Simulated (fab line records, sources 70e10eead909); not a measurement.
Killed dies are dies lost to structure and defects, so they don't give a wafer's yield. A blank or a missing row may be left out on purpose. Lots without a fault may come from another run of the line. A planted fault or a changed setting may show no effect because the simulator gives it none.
Which tool did it? | flow nand_harc | 12 lots, 36 wafers sampled, at 1 step of a route of 1302

WHAT THE GAUGES READ, wafer by wafer
NHARC_A_ONON_D2_THK_MEAS_24: measures by ellipsometry.
lot  | measured     | on            | thk_nm (nm)
L076 | day 13 15:23 | film_metro-02 | 990 991 991
L075 | day 13 15:24 | film_metro-01 | 994 994 993
L079 | day 14 21:20 | film_metro-01 | 997 996 997
L081 | day 16 03:01 | film_metro-01 | 1000 999 999
L083 | day 16 16:53 | film_metro-01 | 1015 1014 1013
L085 | day 17 08:43 | film_metro-01 | 1006 1005 1008
L086 | day 18 07:56 | film_metro-02 | 1004 1003 1002
L088 | day 18 14:11 | film_metro-02 | 991 993 993
L091 | day 19 14:38 | film_metro-02 | 1003 1004 1002
L093 | day 20 12:53 | film_metro-02 | 994 996 992
L095 | day 21 15:56 | film_metro-02 | 992 994 990
L097 | day 22 15:53 | film_metro-01 | 1006 1006 1007

WHICH TOOL RAN EACH LOT (tool, then ch and the chambers of the sampled wafers, then the start)
The record holds no process step before these readings.

THE ANSWER, worked out from the rows above alone
Rule: what is usual is taken from the lots themselves. Put in order of their means at a reading, lots are off if they are a third of the lots or fewer, leave a main group of 4 or more, and stand apart from it by a gap of 3 or more times the standard deviation of the main group's means; of several such gaps the widest counts. A main group whose means are all the same, to the digits that the tables above print for the reading, isn't used. A lot without any number at a reading at which 4 lots or more have one is off too. The other lots that the step has rows for count as sound.
No lot is off at any reading shown: from this, nothing can be told.

WHAT THE SIMULATOR HAD PUT IN
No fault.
